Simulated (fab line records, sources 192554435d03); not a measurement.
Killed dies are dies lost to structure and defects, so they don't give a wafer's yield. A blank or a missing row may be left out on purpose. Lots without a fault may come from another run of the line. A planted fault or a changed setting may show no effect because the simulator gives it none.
A struck lot beside a sound one | flow n5_finfet | 14 steps out of a route of 1938
Sound: wafers L610.4, L610.5, L610.6. Struck: wafers L622.3, L622.4, L622.6. The cause comes at the end.
At each step with rows: each side's tool, then ch and its chambers, then its first start. Under that, the readings that differ: sound wafers | struck wafers | difference of the means | sigmas: that difference in standard deviations of wafers without a fault.
alike: readings whose means differ by less than 2 such deviations, and words and numbers that are the same on both sides. not compared: withheld readings, readings that some wafer has no value for, bounds like >300 that may hide the same value, and numbers for which the record gives no deviation and whose values overlap.
The two part at a step that has a row with sigmas, a row that says differs or no value, or rows on one side only. Numbers that don't overlap but have no deviation are shown without sigmas and don't part them. A reading that every wafer of one side lacks parts them only if that side has two wafers or more.

first, 1 step without rows for these wafers: N5_BEOL_M13_HARDBAKE_14 (time 120 s).
N5_BEOL_M13_CD_MEAS_10: target cd 190 nm.
  sound on cd_sem-03 ch 0, day 13 10:29; struck on cd_sem-02 ch 0, day 17 09:58
  alike: cd_nm
N5_BEOL_M13_OVL_MEAS_11:
  sound on overlay-01 ch 0, day 13 10:30; struck on overlay-01 ch 0, day 17 09:59
  alike: V12_OVL
N5_BEOL_M13_INSPECT_12: inspects for defects (macro).
  sound on defect_inspect-01, day 13 10:32; struck on defect_inspect-01, day 17 10:01
  alike: raw_defect_count
N5_BEOL_M13_DESCUM_15: chemistry O2, time 7.9 s.
  sound on rie_diel-03 ch 0,2,3, day 13 10:43; struck on rie_diel-05 ch 1,2,3, day 17 10:03
  alike: drypump_motor_current_A, o2_flow_sccm, oes_product_au, rf_fwd_power_W, rf_vpp_V, showerhead_plenum_p_Torr, temp_c, throttle_valve_pct
  not compared: rf_hours_counter_h
N5_BEOL_M13_ETCH_59: etches BARC in N2/H2, target depth 89 nm, overetch 26.7 nm, time 67.9 s.
  sound on rie_diel-03 ch 0,2,3, day 13 10:45; struck on rie_diel-05 ch 1,2,3, day 17 10:05
  alike: drypump_motor_current_A, h2_flow_sccm, oes_product_au, rf_fwd_power_W, rf_vpp_V, showerhead_plenum_p_Torr, throttle_valve_pct
  not compared: rf_hours_counter_h
N5_BEOL_M13_VIA_ETCH_16: etches SiOC in C4F8/O2/Ar, target depth 921.7 nm.
  sound on rie_diel-03 ch 0,2,3, day 13 10:48; struck on rie_diel-05 ch 1,2,3, day 17 10:08
  alike: drypump_motor_current_A, oes_product_au, rf_fwd_power_W, rf_vpp_V, showerhead_plenum_p_Torr, throttle_valve_pct
N5_BEOL_M13_STRIP_63: strips in N2/H2.
  sound on plasma_asher-02 ch 0,1, day 13 11:04; struck on plasma_asher-02 ch 0,1, day 17 10:23
  alike: drypump_motor_current_A, h2_flow_sccm, heater_power_w, oes_product_au, strip_time_to_endpoint_s, temp_c
  not compared: rf_hours_counter_h
N5_BEOL_M13_STRIP_64: strips in N2/H2.
  sound on plasma_asher-02 ch 0,1, day 13 11:07; struck on plasma_asher-02 ch 0,1, day 17 10:27
  reading                      | sound             | struck            | difference | sigmas
  strip_time_to_endpoint_s (s) | 31.26 31.28 31.24 | 31.45 31.48 31.37 | +0.17      | +3
  alike: drypump_motor_current_A, h2_flow_sccm, heater_power_w, oes_product_au, temp_c
  not compared: rf_hours_counter_h
then, 2 steps without rows for these wafers: N5_BEOL_M13_STRIP_71 (strips in post etch residue remover, time 60 s); N5_BEOL_M13_SRD_72 (time 30 s, dry time 30 s).
N5_BEOL_M13_CD_MEAS_17: target cd 190 nm.
  sound on cd_sem-03, day 13 11:15; struck on cd_sem-01, day 17 10:35
  alike: cd_nm
N5_BEOL_M13_COAT_65: time 60 s, resist thk 350 nm.
  sound on litho_track-03 ch 0, day 13 11:17; struck on litho_track-03 ch 0, day 17 10:37
  reading                                   | sound                | struck               | difference | sigmas
  heater_power_total_W (W)                  | 502.2 500.3 502.3    | 457.1 456.1 459.9    | -43.9      | -24
  plate_temp_C (C)                          | 250.10 249.95 249.99 | 232.44 232.59 232.64 | -17.46     | -97
  model.SOC_of_BEOL_M13_COAT_65.thk_nm (nm) | 351.4 351 351        | 354.8 353.2 353.8    | +2.8       |
  alike: exhaust_pa
then, 1 step without rows for these wafers: N5_BEOL_M13_COAT_66 (time 60 s, resist thk 110 nm).

WHERE THEY PART
First at N5_BEOL_M13_STRIP_64; last, within this record, at N5_BEOL_M13_COAT_65.

WHY: what the simulator had put in
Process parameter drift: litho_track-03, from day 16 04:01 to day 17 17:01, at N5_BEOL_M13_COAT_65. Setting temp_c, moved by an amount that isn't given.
